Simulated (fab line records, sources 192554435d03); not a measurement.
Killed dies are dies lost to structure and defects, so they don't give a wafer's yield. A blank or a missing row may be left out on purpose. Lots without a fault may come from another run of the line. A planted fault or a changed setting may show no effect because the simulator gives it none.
Which tool did it? | flow n5_finfet | 24 lots, 72 wafers sampled, at 6 steps of a route of 1938

WHAT THE GAUGES READ, wafer by wafer
N5_BEOL_M2_INSPECT_59: inspects for defects (darkfield). Usual: raw_defect_count 68, standard deviation 20.
lot  | measured     | on                | raw_defect_count | flag
L074 | day 7 09:49  | defect_inspect-02 | 32 35 35         |
L075 | day 7 15:29  | defect_inspect-01 | 68 75 49         |
L077 | day 7 15:47  | defect_inspect-01 | 75 47 62         |
L076 | day 7 20:05  | defect_inspect-02 | 79 42 60         |
L078 | day 8 01:18  | defect_inspect-02 | 108 99 94        |
L079 | day 8 01:36  | defect_inspect-02 | 87 63 40         |
L081 | day 8 23:12  | defect_inspect-02 | 84 66 46         |
L080 | day 9 01:06  | defect_inspect-02 | 84 61 74         |
L082 | day 9 09:04  | defect_inspect-02 | 75 70 93         |
L083 | day 9 17:28  | defect_inspect-01 | 95 86 81         |
L084 | day 9 19:01  | defect_inspect-01 | 74 97 87         |
L085 | day 9 23:35  | defect_inspect-02 | 51 61 68         |
L086 | day 10 06:38 | defect_inspect-02 | 83 126 66        |
L088 | day 10 16:28 | defect_inspect-01 | 114 54 54        |
L087 | day 10 13:21 | defect_inspect-02 | 45 46 50         |
L089 | day 11 11:16 | defect_inspect-01 | 68 60 52         |
L090 | day 11 22:04 | defect_inspect-01 | 48 47 66         |
L092 | day 12 23:35 | defect_inspect-01 | 34 37 54         |
L094 | day 13 04:05 | defect_inspect-02 | 71 56 61         |
L093 | day 12 23:23 | defect_inspect-01 | 57 67 59         |
L091 | day 13 10:28 | defect_inspect-02 | 65 50 83         |
L095 | day 13 16:44 | defect_inspect-01 | 88 60 63         |
L096 | day 14 01:41 | defect_inspect-01 | 110 84 86        |
L097 | day 13 21:22 | defect_inspect-02 | 62 49 40         |

WHICH TOOL RAN EACH LOT (tool, then ch and the chambers of the sampled wafers, then the start)
lot  | N5_BEOL_M2_ALD_98                 | N5_BEOL_M2_ANNEAL_87         | N5_BEOL_M2_SPUTTER_88        | N5_BEOL_M2_CMP_52             | N5_BEOL_M2_PRE_CLEAN_60
L074 | ald_sin-02 ch 0,1,3, day 6 21:14  | pvd_sputter-01, day 7 07:43  | pvd_sputter-01, day 7 07:51  | cmp-02 ch 0,1, day 7 09:13    | cvd_co-01 ch 1,2, day 7 09:33
L075 | ald_sin-02 ch 0,1,2, day 7 04:09  | pvd_sputter-03, day 7 13:24  | pvd_sputter-03, day 7 13:32  | cmp-01 ch 2,3, day 7 14:55    | cvd_co-01 ch 0,1,2, day 7 15:14
L077 | ald_sin-02 ch 0,2,3, day 7 04:15  | pvd_sputter-01, day 7 13:41  | pvd_sputter-01, day 7 13:49  | cmp-02 ch 1,2,3, day 7 15:19  | cvd_co-01 ch 1,2, day 7 15:32
L076 | ald_sin-03 ch 0,2,3, day 7 08:28  | pvd_sputter-02, day 7 17:56  | pvd_sputter-02, day 7 18:05  | cmp-01 ch 0,1,2, day 7 19:28  | cvd_co-01 ch 1,2, day 7 19:47
L078 | ald_sin-02 ch 0,2, day 7 16:36    | pvd_sputter-03, day 7 23:12  | pvd_sputter-03, day 7 23:20  | cmp-03 ch 0,1,2, day 8 00:43  | cvd_co-02 ch 0,1, day 8 01:03
L079 | ald_sin-01 ch 0,2,3, day 7 18:13  | pvd_sputter-01, day 7 23:27  | pvd_sputter-01, day 7 23:35  | cmp-01 ch 1,2,3, day 8 01:04  | cvd_co-02 ch 0,1,2, day 8 01:19
L081 | ald_sin-02 ch 1,2, day 8 15:22    | pvd_sputter-01, day 8 21:06  | pvd_sputter-01, day 8 21:14  | cmp-03 ch 2,3, day 8 22:37    | cvd_co-01 ch 0,2, day 8 22:57
L080 | ald_sin-02 ch 0,1,2, day 8 15:27  | pvd_sputter-01, day 8 22:59  | pvd_sputter-01, day 8 23:07  | cmp-01 ch 0,2,3, day 9 00:31  | cvd_co-02 ch 0,2, day 9 00:51
L082 | ald_sin-03 ch 0,3, day 9 01:55    | pvd_sputter-02, day 9 06:58  | pvd_sputter-02, day 9 07:06  | cmp-01 ch 0,1,3, day 9 08:31  | cvd_co-01 ch 0,1, day 9 08:49
L083 | ald_sin-02 ch 1,2, day 9 02:05    | pvd_sputter-03, day 9 14:37  | pvd_sputter-03, day 9 14:45  | cmp-03 ch 0,1,3, day 9 16:53  | cvd_co-01 ch 0,2, day 9 17:13
L084 | ald_sin-03 ch 1,2,3, day 9 02:08  | pvd_sputter-03, day 9 16:53  | pvd_sputter-03, day 9 17:02  | cmp-03 ch 1,2,3, day 9 18:29  | cvd_co-01 ch 1,2, day 9 18:44
L085 | ald_sin-01 ch 0,1,3, day 9 07:04  | pvd_sputter-02, day 9 21:28  | pvd_sputter-02, day 9 21:36  | cmp-02 ch 0,1,3, day 9 22:58  | cvd_co-01 ch 0,1, day 9 23:18
L086 | ald_sin-01 ch 1,2,3, day 9 16:35  | pvd_sputter-02, day 10 04:31 | pvd_sputter-02, day 10 04:40 | cmp-01 ch 0,1,2, day 10 06:02 | cvd_co-01 ch 0,2, day 10 06:23
L088 | ald_sin-01 ch 1,2,3, day 10 04:26 | pvd_sputter-01, day 10 14:20 | pvd_sputter-01, day 10 14:28 | cmp-01 ch 0,2,3, day 10 15:52 | cvd_co-02 ch 0,1,2, day 10 16:11
L087 | ald_sin-01 ch 0,1,3, day 10 05:02 | pvd_sputter-03, day 10 10:52 | pvd_sputter-03, day 10 11:02 | cmp-02 ch 0,1,3, day 10 12:46 | cvd_co-01 ch 1,2, day 10 13:06
L089 | ald_sin-01 ch 0,2,3, day 10 22:49 | pvd_sputter-03, day 11 09:06 | pvd_sputter-03, day 11 09:14 | cmp-02 ch 0,1, day 11 10:41   | cvd_co-01 ch 0,2, day 11 11:01
L090 | ald_sin-01 ch 0,1, day 11 13:39   | pvd_sputter-01, day 11 19:53 | pvd_sputter-01, day 11 20:02 | cmp-02 ch 1,2, day 11 21:31   | cvd_co-01 ch 1,2, day 11 21:49
L092 | ald_sin-03 ch 0,2,3, day 11 23:11 | pvd_sputter-02, day 12 21:29 | pvd_sputter-02, day 12 21:38 | cmp-01 ch 0,2, day 12 23:00   | cvd_co-01 ch 0,1, day 12 23:20
L094 | ald_sin-01 ch 0,1,2, day 12 11:14 | pvd_sputter-01, day 13 01:59 | pvd_sputter-01, day 13 02:08 | cmp-03 ch 0,1,3, day 13 03:30 | cvd_co-02 ch 0,1,2, day 13 03:50
L093 | ald_sin-02 ch 0,3, day 12 14:10   | pvd_sputter-03, day 12 21:17 | pvd_sputter-03, day 12 21:25 | cmp-03 ch 0,2,3, day 12 22:52 | cvd_co-02 ch 1,2, day 12 23:08
L091 | ald_sin-01 ch 1,3, day 12 20:20   | pvd_sputter-02, day 13 08:22 | pvd_sputter-02, day 13 08:31 | cmp-03 ch 1,2, day 13 09:53   | cvd_co-01 ch 0,2, day 13 10:13
L095 | ald_sin-03 ch 0,1,2, day 12 21:26 | pvd_sputter-02, day 13 14:38 | pvd_sputter-02, day 13 14:47 | cmp-01 ch 1,2, day 13 16:11   | cvd_co-01 ch 0,1,2, day 13 16:30
L096 | ald_sin-02 ch 1,3, day 12 23:31   | pvd_sputter-02, day 13 23:36 | pvd_sputter-02, day 13 23:44 | cmp-02 ch 0,2, day 14 01:07   | cvd_co-02 ch 0,1,2, day 14 01:26
L097 | ald_sin-01 ch 0,1,3, day 13 04:10 | pvd_sputter-03, day 13 19:11 | pvd_sputter-03, day 13 19:19 | cmp-03 ch 0,1, day 13 20:44   | cvd_co-02 ch 0,1,2, day 13 21:07
- N5_BEOL_M2_ALD_98: deposits SiO2, target thk 2.5 nm, pulse time 1 s, co reactant pulse time 1 s.
- N5_BEOL_M2_ANNEAL_87: time 240 s.
- N5_BEOL_M2_SPUTTER_88: material Cu, target thk 4.5 nm, time 8.29 s.
- N5_BEOL_M2_CMP_52: polishes, stops on SiOC, t overpolish 6.8 s, target thk 40 nm.
- N5_BEOL_M2_PRE_CLEAN_60: time 15 s.

WHAT THE TOOLS THEMSELVES READ (means of the sampled wafers that have a number; where no wafer has one, the mark that the record gives instead)
N5_BEOL_M2_ALD_98. Usual: heater_power_w 78 W, standard deviation 9; precursor_pulse_height_rel 1.001, standard deviation 0.023.
lot  | tool       | heater_power_w (W) | precursor_pulse_height_rel | flag
L074 | ald_sin-02 | 78                 | 1.004                      |
L075 | ald_sin-02 | 86                 | 0.971                      |
L077 | ald_sin-02 | 84                 | 0.984                      |
L076 | ald_sin-03 | 71                 | 1.003                      |
L078 | ald_sin-02 | 93                 | 0.987                      |
L079 | ald_sin-01 | 73                 | 0.983                      |
L081 | ald_sin-02 | 86                 | 0.969                      |
L080 | ald_sin-02 | 87                 | 1.034                      |
L082 | ald_sin-03 | 68                 | 1.009                      |
L083 | ald_sin-02 | 94                 | 1.011                      |
L084 | ald_sin-03 | 74                 | 1.015                      |
L085 | ald_sin-01 | 77                 | 1.002                      |
L086 | ald_sin-01 | 77                 | 1.022                      |
L088 | ald_sin-01 | 77                 | 1.019                      |
L087 | ald_sin-01 | 80                 | 1.012                      |
L089 | ald_sin-01 | 73                 | 1.009                      |
L090 | ald_sin-01 | 75                 | 1.014                      |
L092 | ald_sin-03 | 70                 | 0.986                      |
L094 | ald_sin-01 | 75                 | 1.009                      |
L093 | ald_sin-02 | 77                 | 0.988                      |
L091 | ald_sin-01 | 83                 | 1.021                      |
L095 | ald_sin-03 | 73                 | 1.006                      |
L096 | ald_sin-02 | 79                 | 1.004                      |
L097 | ald_sin-01 | 78                 | 1.006                      |

N5_BEOL_M2_ANNEAL_87. Usual: heater_power_w 880 W, standard deviation 96.
lot  | tool           | heater_power_w (W) | flag
L074 | pvd_sputter-01 | 835                |
L075 | pvd_sputter-03 | 872                |
L077 | pvd_sputter-01 | 933                |
L076 | pvd_sputter-02 | 932                |
L078 | pvd_sputter-03 | 952                |
L079 | pvd_sputter-01 | 841                |
L081 | pvd_sputter-01 | 858                |
L080 | pvd_sputter-01 | 932                |
L082 | pvd_sputter-02 | 923                |
L083 | pvd_sputter-03 | 870                |
L084 | pvd_sputter-03 | 886                |
L085 | pvd_sputter-02 | 976                |
L086 | pvd_sputter-02 | 933                |
L088 | pvd_sputter-01 | 862                |
L087 | pvd_sputter-03 | 789                |
L089 | pvd_sputter-03 | 876                |
L090 | pvd_sputter-01 | 819                |
L092 | pvd_sputter-02 | 960                |
L094 | pvd_sputter-01 | 807                |
L093 | pvd_sputter-03 | 889                |
L091 | pvd_sputter-02 | 964                |
L095 | pvd_sputter-02 | 939                |
L096 | pvd_sputter-02 | 965                |
L097 | pvd_sputter-03 | 875                |

N5_BEOL_M2_SPUTTER_88. Usual: chuck_sensor_temp_C -16.1 C, standard deviation 0.65; throttle_valve_pct 29.9 %, standard deviation 1.2.
lot  | tool           | chuck_sensor_temp_C (C) | throttle_valve_pct (%) | flag
L074 | pvd_sputter-01 | -17.1                   | 29.6                   |
L075 | pvd_sputter-03 | -16.3                   | 30.7                   |
L077 | pvd_sputter-01 | -15.9                   | 29.5                   |
L076 | pvd_sputter-02 | -15.7                   | 30.3                   |
L078 | pvd_sputter-03 | -17.1                   | 30.4                   |
L079 | pvd_sputter-01 | -16.0                   | 29.1                   |
L081 | pvd_sputter-01 | -16.0                   | 29.0                   |
L080 | pvd_sputter-01 | -16.0                   | 29.3                   |
L082 | pvd_sputter-02 | -15.7                   | 30.0                   |
L083 | pvd_sputter-03 | -16.7                   | 29.8                   |
L084 | pvd_sputter-03 | -16.4                   | 30.8                   |
L085 | pvd_sputter-02 | -15.7                   | 30.0                   |
L086 | pvd_sputter-02 | -15.9                   | 29.9                   |
L088 | pvd_sputter-01 | -16.1                   | 29.1                   |
L087 | pvd_sputter-03 | -15.8                   | 30.2                   |
L089 | pvd_sputter-03 | -16.2                   | 30.9                   |
L090 | pvd_sputter-01 | -16.7                   | 29.0                   |
L092 | pvd_sputter-02 | -15.9                   | 29.6                   |
L094 | pvd_sputter-01 | -16.6                   | 29.3                   |
L093 | pvd_sputter-03 | -16.1                   | 31.9                   |
L091 | pvd_sputter-02 | -15.8                   | 29.9                   |
L095 | pvd_sputter-02 | -15.9                   | 29.7                   |
L096 | pvd_sputter-02 | -16.1                   | 29.0                   |
L097 | pvd_sputter-03 | -16.4                   | 30.8                   |

N5_BEOL_M2_CMP_52. Usual: barrier_field_endpoint_s 24.7 s, standard deviation 0.53; motor_current_A 5.7 A, standard deviation 0.73; overpolish_run_s 6.800 s, standard deviation 0.0087; pad_life_wafers 1076, standard deviation 550; platen_rpm 50.002 rpm, standard deviation 0.028; slurry_filter_dp_kPa 13.49 kPa, standard deviation 0.13; time_to_endpoint_s 63.6 s, standard deviation 2.5.
lot  | tool   | barrier_field_endpoint_s (s) | motor_current_A (A) | overpolish_run_s (s) | pad_life_wafers | platen_rpm (rpm) | slurry_filter_dp_kPa (kPa) | time_to_endpoint_s (s) | flag
L074 | cmp-02 | 25.3                         | 6.1                 | 6.803                | 300             | 50.028           | 13.37                      | 66.6                   |
L075 | cmp-01 | 25.1                         | 5.2                 | 6.802                | 858             | 49.995           | 13.46                      | 65.5                   |
L077 | cmp-02 | 24.8                         | 5.9                 | 6.799                | 357             | 49.991           | 13.56                      | 66.5                   |
L076 | cmp-01 | 25.1                         | 5.5                 | 6.806                | 902             | 50.002           | 13.61                      | 64.9                   |
L078 | cmp-03 | 24.6                         | 5.9                 | 6.800                | 1562            | 49.997           | 13.49                      | 61.6                   |
L079 | cmp-01 | 24.8                         | 5.6                 | 6.802                | 950             | 50.006           | 13.46                      | 62.4                   |
L081 | cmp-03 | 24.5                         | 6.8                 | 6.810                | 1716            | 49.990           | 13.47                      | 62.1                   |
L080 | cmp-01 | 24.2                         | 4.9                 | 6.796                | 1147            | 50.008           | 13.60                      | 61.9                   |
L082 | cmp-01 | 24.0                         | 5.3                 | 6.792                | 1184            | 49.998           | 13.56                      | 62.8                   |
L083 | cmp-03 | 24.0                         | 5.7                 | 6.800                | 1825            | 49.998           | 13.61                      | 60.9                   |
L084 | cmp-03 | 25.1                         | 6.2                 | 6.799                | 1838            | 49.987           | 13.35                      | 62.2                   |
L085 | cmp-02 | 24.9                         | 5.7                 | 6.808                | 745             | 50.037           | 13.37                      | 64.7                   |
L086 | cmp-01 | 24.3                         | 5.7                 | 6.803                | 1375            | 49.980           | 13.52                      | 61.5                   |
L088 | cmp-01 | 24.4                         | 5.0                 | 6.798                | 1472            | 49.992           | 13.45                      | 62.9                   |
L087 | cmp-02 | 24.9                         | 5.7                 | 6.800                | 866             | 49.990           | 13.37                      | 64.8                   |
L089 | cmp-02 | 24.4                         | 5.9                 | 6.792                | 1068            | 50.002           | 13.60                      | 63.0                   |
L090 | cmp-02 | 24.9                         | 6.3                 | 6.804                | 1178            | 50.027           | 13.41                      | 67.1                   |
L092 | cmp-01 | 24.1                         | 5.3                 | 6.796                | 1837            | 49.984           | 13.43                      | 60.4                   |
L094 | cmp-03 | 24.2                         | 5.5                 | 6.802                | 253             | 50.014           | 13.54                      | 62.9                   |
L093 | cmp-03 | 24.4                         | 6.0                 | 6.806                | 224             | 50.004           | 13.47                      | 63.8                   |
L091 | cmp-03 | 24.8                         | 6.2                 | 6.800                | 312             | 50.008           | 13.52                      | 64.1                   |
L095 | cmp-01 | 25.1                         | 5.8                 | 6.798                | 1987            | 49.985           | 13.38                      | 64.8                   |
L096 | cmp-02 | 24.2                         | 5.8                 | 6.799                | 1441            | 49.995           | 13.51                      | 63.3                   |
L097 | cmp-03 | 24.6                         | 5.2                 | 6.785                | 422             | 49.993           | 13.59                      | 61.8                   |

N5_BEOL_M2_PRE_CLEAN_60. Usual: heater_power_w 78 W, standard deviation 39.
lot  | tool      | heater_power_w (W) | flag
L074 | cvd_co-01 | 46                 |
L075 | cvd_co-01 | 77                 |
L077 | cvd_co-01 | 47                 |
L076 | cvd_co-01 | 43                 |
L078 | cvd_co-02 | 94                 |
L079 | cvd_co-02 | 79                 |
L081 | cvd_co-01 | 112                |
L080 | cvd_co-02 | 69                 |
L082 | cvd_co-01 | 74                 |
L083 | cvd_co-01 | 83                 |
L084 | cvd_co-01 | 48                 |
L085 | cvd_co-01 | 74                 |
L086 | cvd_co-01 | 83                 |
L088 | cvd_co-02 | 80                 |
L087 | cvd_co-01 | 43                 |
L089 | cvd_co-01 | 82                 |
L090 | cvd_co-01 | 47                 |
L092 | cvd_co-01 | 75                 |
L094 | cvd_co-02 | 82                 |
L093 | cvd_co-02 | 93                 |
L091 | cvd_co-01 | 115                |
L095 | cvd_co-01 | 78                 |
L096 | cvd_co-02 | 81                 |
L097 | cvd_co-02 | 81                 |

THE ANSWER, worked out from the rows above alone
Rule: a lot is off if the mean of its wafers that have a number lies more than 3 standard deviations from the usual mean. A lot without any number at a reading at which 4 lots or more have one is off too. The other lots that the step has rows for count as sound. The gauges are gone through in route order, then the tools' own readings, and for those a lot's mean is taken as printed above. The first step at which some lot is off is used, and at that step the reading that is off furthest; a lot without a number counts as furthest.
No lot is off at any reading shown: from this, nothing can be told.

WHAT THE SIMULATOR HAD PUT IN
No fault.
